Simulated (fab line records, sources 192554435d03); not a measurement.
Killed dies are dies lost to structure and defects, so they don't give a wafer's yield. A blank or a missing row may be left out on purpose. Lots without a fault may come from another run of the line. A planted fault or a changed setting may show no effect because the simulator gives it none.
fab line records | flow n5_finfet
record lots=7 wafers=39
route steps=1938 shown BEOL_M15@1773 PASS1_CAP@1873 TV_LITHO@1875 TV_OPEN@1887
start_h: hours from the record's first day to the start of the lot's first wafer shown | wait_h: hours since the lot's step before | " the same as in the row above | L1.1+2: a row that stands for several wafers | - no value, or no start given | * or withheld: withheld | < > ~ a bound
route shown NAME@n: a module of which the file shows steps, and the number in the route of the first | usual: mean/standard deviation of fault-free wafers | same: alike in all rows | chamber/n: place in a boat | sites: the reading at each site | _std_site: their standard deviation | _edge_site: outer sites' mean less inner sites' | radius_mm: how far each site lies from the wafer's centre | mask NAME#n: copy n | behind: the tool/chamber that last shaped the wafer | hold: why the lot was held/for how many hours/how that ended | device: the transistor (n, p or np) that didn't switch | end of line: the same wafers' tests at the end of the route | a step without rows: its recipe alone | killed: dies lost to structure and defects at the first sort, not the wafer's yield | map: a wafer's dies, x killed, . not, _ none there
set.NAME: the setting as run; set.NAME@STEP: as run at that earlier step | model.NAME: the simulator's own value behind a step, which no gauge read
lots whose settings were changed on purpose; a table a step, a row a wafer
## steps
# step N5_BEOL_M15_ILD_DEP_00
# recipe material=SiO2 target_thk_a=16293 temp_c=400 precursor=TEOS/O2 pressure_torr=6.5 rf_w=900 teos_flow_sccm=161.4 gas=O2 flow_sccm=2650 time_s=346.1
# columns lot.wafer tool chamber start_h wait_h set.time_s model.SiO2_of_BEOL_M15_ILD_DEP_00.thk_nm
L075.1 pecvd-03 2 248.16 0.0 346.1 1613
L075.2 " 0 " " 485.4 2273
L075.3 " 1 " " 485.4 2230
L075.4 " 0 " " 485.4 2284
L075.5 " 1 " " 346.1 1627
L075.6 " 2 " " 346.1 1639
L077.1 pecvd-02 1 259.40 0.0 346.1 1595
L077.2 " 2 " " 346.1 1588
L077.4 " 1 " " 346.1 1635
L083.1 pecvd-02 0 286.53 0.0 479.2 2174
L083.2 " 2 " " 346.1 1603
L083.3 " 1 " " 479.2 2234
L083.4 " 2 " " 346.1 1643
L083.5 " 1 " " 479.2 2266
L083.6 " 0 " " 346.1 1604
L086.1 pecvd-01 1 325.94 0.0 234.1 1093
L086.2 " 0 " " 234.1 1091
L086.3 " 0 " " 346.1 1649
L086.4 " 1 " " 346.1 1635
L086.5 " 0 " " 346.1 1642
L086.6 " 1 " " 234.1 1104
L090.1 pecvd-01 2 358.92 0.0 346.1 1616
L090.2 " 1 " " 399.4 1903
L090.3 " 0 " " 399.4 1900
L090.4+6 " 0,2 " " 346.1 1650
L090.5 " 1 " " 399.4 1917
L092.1 pecvd-01 2 373.36 0.0 551.4 2583
L092.2 " 0 " " 346.1 1631
L092.3 " 1 " " 346.1 1634
L092.4 " 0 " " 551.4 2647
L092.5 " 1 " " 551.4 2622
L092.6 " 2 " " 346.1 1636
L095.1 pecvd-02 0 394.69 0.0 346.1 1592
L095.2 " 1 " " 346.1 1625
L095.3 " 2 " " 346.1 1628
L095.4 " 2 " " 346.1 1654
L095.5 " 1 " " 346.1 1643
L095.6 " 0 " " 346.1 1629
# step N5_BEOL_M15_THK_MEAS_01
# recipe reads=SiO2_of_BEOL_M15_ILD_DEP_00
# usual M15_ILD_THK=1628/21
# columns lot.wafer tool chamber start_h wait_h set.time_s@BEOL_M15_ILD_DEP_00 M15_ILD_THK[nm]
L075.1 film_metro-01 - 248.41 0.1 346.1 1614
L075.2 " - " " 485.4 2271
L075.3 " - " " 485.4 2231
L075.4 " - " " 485.4 2282
L075.5 " - " " 346.1 1628
L075.6 " - " " 346.1 1640
L077.1 film_metro-02 - 259.76 0.2 346.1 1595
L077.2 " - " " 346.1 1590
L077.4 " - " " 346.1 1636
L083.1 film_metro-02 - 286.78 0.1 479.2 2176
L083.2 " - " " 346.1 1603
L083.3 " - " " 479.2 2234
L083.4 " - " " 346.1 1643
L083.5 " - " " 479.2 2266
L083.6 " - " " 346.1 1603
L086.1 film_metro-01 - 326.30 0.2 234.1 1093
L086.2 " - " " 234.1 1092
L086.3 " - " " 346.1 1648
L086.4 " - " " 346.1 1634
L086.5 " - " " 346.1 1642
L086.6 " - " " 234.1 1103
L090.1 film_metro-01 - 359.17 0.1 346.1 1617
L090.2 " - " " 399.4 1902
L090.3 " - " " 399.4 1899
L090.4 " - " " 346.1 1651
L090.5 " - " " 399.4 1917
L090.6 " - " " 346.1 1652
L092.1 film_metro-01 - 373.61 0.1 551.4 2585
L092.2 " - " " 346.1 1630
L092.3 " - " " 346.1 1632
L092.4 " - " " 551.4 2647
L092.5 " - " " 551.4 2623
L092.6 " - " " 346.1 1635
L095.1 film_metro-01 - 394.94 0.1 346.1 1592
L095.2 " - " " 346.1 1625
L095.3 " - " " 346.1 1628
L095.4 " - " " 346.1 1654
L095.5 " - " " 346.1 1643
L095.6 " - " " 346.1 1630
# step N5_BEOL_M15_COAT_58
# recipe resist=BARC temp_c=205 time_s=60 spin_rpm=1500 resist_thk_nm=89
# step N5_BEOL_M15_COAT_04
# recipe spin_rpm=1704 resist_thk_nm=800
# step N5_BEOL_M15_DESCUM_15
# recipe chemistry=O2 time_s=7.9 source_power_w=50 bias_power_w=20 pressure_mtorr=20 rf_frequency_hz=2.712e+07 temp_c=40 o2_flow_sccm=225
# step N5_BEOL_M15_ETCH_59
# recipe chemistry=N2/H2 target=BARC target_depth_a=890 overetch_a=267 time_s=67.9 ion_energy_ev=200 pressure_mtorr=30 source_w=840 bias_w=150 n2_flow_sccm=200 h2_flow_sccm=200
# step N5_BEOL_M15_VIA_ETCH_16
# recipe chemistry=C4F8/O2/Ar target=SiO2 he_inner_torr=15 he_outer_torr=30 target_depth_a=17922 time_s=withheld ion_energy_ev=800 pressure_mtorr=20 source_w=1905 bias_w=2040 Ar_flow_sccm=400 C4F8_flow_sccm=16 O2_flow_sccm=12 ends=cleared
# columns lot.wafer tool chamber start_h wait_h set.time_s@BEOL_M15_ILD_DEP_00 model.etch.depth_nm model.coat_of_BEOL_M15_COAT_04.thk_nm
L075.1 rie_diel-01 1 249.03 0.0 * 1613 335.6
L075.2 " 2 " " * 2273 178.6
L075.3 " 3 " " * 2230 193.6
L075.4 " 0 " " * 2284 178
L075.5 " 3 " " * 1627 336.4
L075.6 " 2 " " * 1639 329
L077.1 rie_diel-01 3 260.36 0.0 * 1595 345.8
L077.2 " 0 " " * 1588 344
L077.4 " 0 " " * 1635 332.6
L083.1 rie_diel-01 1 287.39 0.0 * 2174 203.6
L083.2 " 2 " " * 1603 343.8
L083.3 " 3 " " * 2234 193.8
L083.4 " 0 " " * 1643 334.4
L083.5 " 2 " " * 2266 187.4
L083.6 " 3 " " * 1604 345.2
L086.1 rie_diel-01 1 326.87 0.0 * 1093 459.2
L086.2 " 3 " " * 1091 459.4
L086.3 " 2 " " * 1649 326.6
L086.4 " 0 " " * 1635 331.6
L086.5 " 2 " " * 1642 330.6
L086.6 " 3 " " * 1104 457.2
L090.1 rie_diel-03 1 359.99 0.0 * 1616 328.4
L090.2 " 2 " " * 1903 265.6
L090.3 " 0 " " * 1900 269.4
L090.4 " 2 " " * 1650 325.8
L090.5 " 0 " " * 1917 266
L090.6 " 1 " " * 1650 320.8
L092.1 rie_diel-04 0 374.21 0.0 * 2583 106.6
L092.2 " 2 " " * 1631 334.8
L092.3 " 1 " " * 1634 331
L092.4 " 3 " " * 2647 96.4
L092.5 " 2 " " * 2622 101.4
L092.6 " 3 " " * 1636 333
L095.1 rie_diel-01 0 395.42 0.0 * 1592 336.2
L095.2 " 1 " " * 1625 329
L095.3 " 3 " " * 1628 334.4
L095.4 " 3 " " * 1654 325.4
L095.5 " 1 " " * 1643 326.2
L095.6 " 0 " " * 1629 328.8
# step N5_BEOL_M15_STRIP_63
# recipe chemistry=O2 power_w=600 temp_c=60 pressure_mtorr=30 rf_frequency_hz=6e+07 bias_power_w=0 overash_fraction=0.3 o2_flow_sccm=225
# step N5_BEOL_M15_STRIP_64
# recipe chemistry=O2 power_w=600 temp_c=60 pressure_mtorr=30 rf_frequency_hz=6e+07 bias_power_w=0 overash_fraction=0.3 o2_flow_sccm=225
# step N5_BEOL_M15_STRIP_65
# recipe chemistry=post_etch_residue_remover time_s=60 temp_c=25 remover_ph=withheld remover_water_wt_pct=withheld remover_fluoride_wt_pct=withheld
# step N5_BEOL_M15_SRD_66
# recipe time_s=30 temp_c=23 rinse_liquid=diw dry=n2_spin spin_rpm=1500 dry_time_s=30
# step N5_BEOL_M15_CD_MEAS_17
# recipe target_cd_nm=360 polarity=opening
# usual cd_nm=361.1/1.4
# columns lot.wafer tool chamber start_h wait_h set.time_s@BEOL_M15_ILD_DEP_00 cd_nm
L075.1 cd_sem-03 - 249.44 0.0 346.1 359.1
L075.2 " - " " 485.4 365.1
L075.3 " - " " 485.4 367.2
L075.4 " - " " 485.4 366.5
L075.5 " - " " 346.1 360.9
L075.6 " - " " 346.1 360.4
L077.1 cd_sem-02 - 260.78 0.0 346.1 359.3
L077.2 " - " " 346.1 360.8
L077.4 " - " " 346.1 361.0
L083.1 cd_sem-02 - 287.83 0.0 479.2 367.3
L083.2 " - " " 346.1 360.4
L083.3 " - " " 479.2 366.9
L083.4 " - " " 346.1 361.8
L083.5 " - " " 479.2 366.7
L083.6 " - " " 346.1 361.0
L086.1 cd_sem-02 - 327.28 0.0 234.1 356.6
L086.2 " - " " 234.1 356.1
L086.3 " - " " 346.1 361.5
L086.4 " - " " 346.1 361.8
L086.5 " - " " 346.1 363.4
L086.6 " - " " 234.1 356.5
L090.1 cd_sem-01 - 360.40 0.0 346.1 362.1
L090.2 " - " " 399.4 364.3
L090.3 " - " " 399.4 364.3
L090.4 " - " " 346.1 360.4
L090.5 " - " " 399.4 364.5
L090.6 " - " " 346.1 360.0
L092.1 cd_sem-03 - 374.62 0.0 551.4 372.2
L092.2 " - " " 346.1 360.6
L092.3 " - " " 346.1 363.0
L092.4 " - " " 551.4 373.3
L092.5 " - " " 551.4 370.8
L092.6 " - " " 346.1 363.3
L095.1 cd_sem-03 - 395.83 0.0 346.1 361.3
L095.2 " - " " 346.1 360.0
L095.3 " - " " 346.1 359.6
L095.4 " - " " 346.1 360.7
L095.5 " - " " 346.1 362.4
L095.6 " - " " 346.1 360.8
# step N5_PASSIVATION_PECVD_55
# recipe material=SiO2 target_thk_a=4000 temp_c=400 precursor=SiH4/N2O pressure_torr=2.7 rf_w=608 time_s=22.5
# columns lot.wafer tool chamber start_h wait_h set.time_s model.SiO2_of_PASSIVATION_PECVD_55.thk_nm
L075.1 pecvd-02 2 260.40 0.0 12.84 226.2
L075.2 " 1 " " 22.5 397.8
L075.3 " 1 " " 12.84 234.2
L075.4 " 2 " " 12.84 232.6
L075.5 " 1 " " 22.5 402.4
L075.6 " 2 " " 22.5 405.4
L077.1 pecvd-03 0 275.05 0.0 22.5 397.2
L077.2 " 1 " " 22.5 402.4
L077.4 " 0 " " 22.5 404.4
L083.1 pecvd-03 2 298.68 0.0 22.5 397
L083.2 " 1 " " 13.1 233.6
L083.3 " 0 " " 22.5 395.2
L083.4 " 0 " " 22.5 404
L083.5 " 2 " " 13.1 230.4
L083.6 " 1 " " 13.1 235
L086.1 pecvd-03 0 339.15 0.0 32.32 565.8
L086.2 " 1 " " 22.5 393
L086.3 " 2 " " 22.5 392.6
L086.4 " 1 " " 32.32 572.8
L086.5 " 0 " " 22.5 402.8
L086.6 " 2 " " 32.32 571.8
L090.1 pecvd-03 0 373.17 0.0 17.45 309.6
L090.2 " 2 " " 22.5 400.2
L090.3 " 1 " " 17.45 308.2
L090.4 " 2 " " 22.5 404.2
L090.5 " 0 " " 17.45 320
L090.6 " 1 " " 22.5 402
L092.1 pecvd-04 2 385.64 0.0 22.5 396
L092.2 " 0 " " 22.5 394.8
L092.3+4 " 2,0 " " 27.42 484.6
L092.5 " 0 " " 27.42 487.6
L092.6 " 2 " " 22.5 396.8
L095.1 pecvd-04 2 408.59 0.0 22.5 397.2
L095.2 " 0 " " 33.27 588.4
L095.3 " 2 " " 22.5 404
L095.4 " 0 " " 33.27 593.4
L095.5 " 2 " " 33.27 595
L095.6 " 0 " " 22.5 401.8
# step N5_PASSIVATION_PECVD_01
# recipe material=SiNx target_thk_a=2000 temp_c=400 precursor=SiH4/NH3/N2 pressure_torr=4.9 rf_w=1406 time_s=43.2
# step N5_PASSIVATION_HMDS_03
# recipe time_s=60 temp_c=120
# step N5_PASSIVATION_DESCUM_12
# recipe chemistry=O2 time_s=7.9 source_power_w=50 bias_power_w=20 pressure_mtorr=20 rf_frequency_hz=2.712e+07 temp_c=40 o2_flow_sccm=225
# step N5_PASSIVATION_PASS_ETCH_74
# recipe chemistry=CF4/O2 target=SiNx target_depth_a=2200 time_s=110 ion_energy_ev=100 pressure_mtorr=40 source_w=535 bias_w=49 Ar_flow_sccm=100 cf4_flow_sccm=100 O2_flow_sccm=10
# step N5_PASSIVATION_VIA_ETCH_13
# recipe chemistry=CHF3/O2 target=SiO2 target_depth_a=6600 CHF3_flow_sccm=50 O2_flow_sccm=5 Ar_flow_sccm=200 time_s=330 mask_material=PR pressure_mtorr=30 source_w=650 bias_w=170 ion_energy_ev=200 ends=cleared
# usual etch_rf_on_time_s=237/3.8
# columns lot.wafer tool chamber start_h wait_h set.time_s@PASSIVATION_PECVD_55 etch_rf_on_time_s model.TV_OPEN.cd_offset_nm
L075.1 rie_diel-01 3 262.07 0.1 12.84 135 4.6
L075.2 " 0 " " 22.5 231 2.2
L075.3 " 3 " " 12.84 140 4
L075.4 " 0 " " 12.84 137 4
L075.5 " 0 " " 22.5 233 2.2
L075.6 " 3 " " 22.5 244 2.6
L077.1 rie_diel-01 0 277.12 0.0 22.5 232 1.8
L077.2 " 3 " " 22.5 238 2.6
L077.4 " 1 " " 22.5 243 2.4
L083.1 rie_diel-04 0 299.92 0.0 22.5 233 1.8
L083.2 " 2 " " 13.1 140 3.6
L083.3 " 3 " " 22.5 235 2.2
L083.4 " 0 " " 22.5 237 1.6
L083.5 " 2 " " 13.1 139 4
L083.6 " 3 " " 13.1 139 4.2
L086.1 rie_diel-03 2 339.98 0.0 32.32 339 0
L086.2 " 3 " " 22.5 238 2
L086.3 " 0 " " 22.5 236 2.2
L086.4 " 1 " " 32.32 336 -0.8
L086.5 " 0 " " 22.5 243 2.2
L086.6 " 3 " " 32.32 341 0.4
L090.1 rie_diel-01 1 373.83 0.0 17.45 183 2.6
L090.2 " 2 " " 22.5 233 1
L090.3 " 3 " " 17.45 180 2.8
L090.4 " 0 " " 22.5 236 1.8
L090.5 " 1 " " 17.45 188 2.6
L090.6 " 0 " " 22.5 235 1.4
L092.1 rie_diel-01 2 386.40 0.0 22.5 233 1.8
L092.2 " 3 " " 22.5 234 2.6
L092.3 " 1 " " 27.42 293 1.4
L092.4 " 3 " " 27.42 289 1.2
L092.5 " 2 " " 27.42 290 1
L092.6 " 1 " " 22.5 238 2.6
L095.1 rie_diel-03 0 409.62 0.0 22.5 239 1.8
L095.2 " 3 " " 33.27 338 -1.4
L095.3 " 2 " " 22.5 242 0.8
L095.4 " 1 " " 33.27 346 -1.8
L095.5 " 1 " " 33.27 348 -1.6
L095.6 " 0 " " 22.5 238 1.6
## key
split step=N5_BEOL_M15_ILD_DEP_00 setting=time_s stated=346.1 by=wafer
response step=N5_BEOL_M15_ILD_DEP_00 reading=model.SiO2_of_BEOL_M15_ILD_DEP_00.thk_nm change=+16.3 per=1% r=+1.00
response step=N5_BEOL_M15_THK_MEAS_01 reading=M15_ILD_THK change=+16.3 per=1% r=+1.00
response step=N5_BEOL_M15_VIA_ETCH_16 reading=model.etch.depth_nm change=+16.3 per=1% r=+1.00
response step=N5_BEOL_M15_VIA_ETCH_16 reading=model.coat_of_BEOL_M15_COAT_04.thk_nm change=-3.86 per=1% r=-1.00
response step=N5_BEOL_M15_CD_MEAS_17 reading=cd_nm change=+0.165 per=1% r=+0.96
split step=N5_PASSIVATION_PECVD_55 setting=time_s stated=22.5 by=wafer
response step=N5_PASSIVATION_PECVD_55 reading=model.SiO2_of_PASSIVATION_PECVD_55.thk_nm change=+3.99 per=1% r=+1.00
response step=N5_PASSIVATION_VIA_ETCH_13 reading=etch_rf_on_time_s change=* per=1% r=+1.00
response step=N5_PASSIVATION_VIA_ETCH_13 reading=model.TV_OPEN.cd_offset_nm change=-0.0527 per=1% r=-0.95
